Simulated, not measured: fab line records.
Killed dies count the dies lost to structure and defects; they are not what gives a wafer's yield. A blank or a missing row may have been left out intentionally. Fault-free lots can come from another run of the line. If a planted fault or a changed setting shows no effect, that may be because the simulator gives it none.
Matching of chambers :: flow n5Finfet :: rieDiel-04 running N5_BEOL_M1_STRIP_36: 4 sister chambers
The step strips in N2/H2. 14 wafers are shown with their chamber, then 7 later ones without.

## WAFERS WITH THEIR CHAMBER
wafer: L077.4
chamber: 1
showerheadPlenumPTorr (Torr): 2.61
throttleValvePct (%): 23.2
h2FlowSccm (sccm): 201.1

wafer: L077.5
chamber: 1
showerheadPlenumPTorr (Torr): 2.61
throttleValvePct (%): 23.3
h2FlowSccm (sccm): 200.9

wafer: L077.6
chamber: 2
showerheadPlenumPTorr (Torr): 2.61
throttleValvePct (%): 23.8
h2FlowSccm (sccm): 201.0

wafer: L082.1
chamber: 2
showerheadPlenumPTorr (Torr): 2.60
throttleValvePct (%): 23.8
h2FlowSccm (sccm): 199.4

wafer: L082.4
chamber: 3
showerheadPlenumPTorr (Torr): 2.34
throttleValvePct (%): 23.2
h2FlowSccm (sccm): 200.5

wafer: L082.6
chamber: 0
showerheadPlenumPTorr (Torr): 2.41
throttleValvePct (%): 23.2
h2FlowSccm (sccm): 200.1

wafer: L086.3
chamber: 0
showerheadPlenumPTorr (Torr): 2.41
throttleValvePct (%): 23.3
h2FlowSccm (sccm): 199.7

wafer: L086.4
chamber: 0
showerheadPlenumPTorr (Torr): 2.41
throttleValvePct (%): 23.2
h2FlowSccm (sccm): 200.1

wafer: L086.6
chamber: 1
showerheadPlenumPTorr (Torr): 2.60
throttleValvePct (%): 23.3
h2FlowSccm (sccm): 200.9

wafer: L087.2
chamber: 1
showerheadPlenumPTorr (Torr): 2.60
throttleValvePct (%): 23.3
h2FlowSccm (sccm): 200.5

wafer: L087.3
chamber: 2
showerheadPlenumPTorr (Torr): 2.60
throttleValvePct (%): 23.4
h2FlowSccm (sccm): 200.5

wafer: L087.4
chamber: 1
showerheadPlenumPTorr (Torr): 2.60
throttleValvePct (%): 23.3
h2FlowSccm (sccm): 200.5

wafer: L088.3
chamber: 2
showerheadPlenumPTorr (Torr): 2.60
throttleValvePct (%): 23.4
h2FlowSccm (sccm): 201.4

wafer: L088.4
chamber: 1
showerheadPlenumPTorr (Torr): 2.60
throttleValvePct (%): 23.3
h2FlowSccm (sccm): 201.2

SIGNATURES (averages over the wafers above)
reading: showerheadPlenumPTorr
chamber 0: 2.4100
chamber 1: 2.6033
chamber 2: 2.6025
chamber 3: 2.3400
scatter within a chamber: 0.00456

reading: throttleValvePct
chamber 0: 23.233
chamber 1: 23.283
chamber 2: 23.600
chamber 3: 23.200
scatter within a chamber: 0.132

reading: h2FlowSccm
chamber 0: 199.967
chamber 1: 200.850
chamber 2: 200.575
chamber 3: 200.500
scatter within a chamber: 0.528
Rule: a wafer lies at a distance from a chamber equal to the root of the sum of squares, over the readings, of (its reading less the chamber's mean, divided by the reading's scatter). If the next closest chamber is less than 2 further off than the closest, the wafer can't be placed; otherwise it belongs to the closest. The scatter: the root of (the sum of the squares of (reading less its chamber's mean) over the shown wafers, divided by (wafers less chambers)).

## WAFERS WHOSE CHAMBER IS MISSING
wafer: L088.5
showerheadPlenumPTorr (Torr): 2.60
throttleValvePct (%): 23.3
h2FlowSccm (sccm): 200.2

wafer: L091.1
showerheadPlenumPTorr (Torr): 2.60
throttleValvePct (%): 23.4
h2FlowSccm (sccm): 200.4

wafer: L091.5
showerheadPlenumPTorr (Torr): 2.60
throttleValvePct (%): 23.4
h2FlowSccm (sccm): 200.7

wafer: L091.6
showerheadPlenumPTorr (Torr): 2.33
throttleValvePct (%): 23.3
h2FlowSccm (sccm): 201.0

wafer: L094.2
showerheadPlenumPTorr (Torr): 2.59
throttleValvePct (%): 23.4
h2FlowSccm (sccm): 199.7

wafer: L094.3
showerheadPlenumPTorr (Torr): 2.40
throttleValvePct (%): 23.2
h2FlowSccm (sccm): 199.0

wafer: L094.5
showerheadPlenumPTorr (Torr): 2.59
throttleValvePct (%): 23.4
h2FlowSccm (sccm): 199.7

## EACH ONE'S CHAMBER
wafer: L088.5
from the rows above: can't be placed: 1 or 2
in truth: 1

wafer: L091.1
from the rows above: can't be placed: 1 or 2
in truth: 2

wafer: L091.5
from the rows above: can't be placed: 1 or 2
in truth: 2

wafer: L091.6
from the rows above: 3
in truth: 3

wafer: L094.2
from the rows above: can't be placed: 2 or 1
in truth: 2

wafer: L094.3
from the rows above: 0
in truth: 0

wafer: L094.5
from the rows above: can't be placed: 2 or 1
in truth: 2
Placed correctly: 2 of 7. Cannot be placed on the basis of these rows: 5; the candidates contain the true chamber in 5. Wrongly placed: 0.
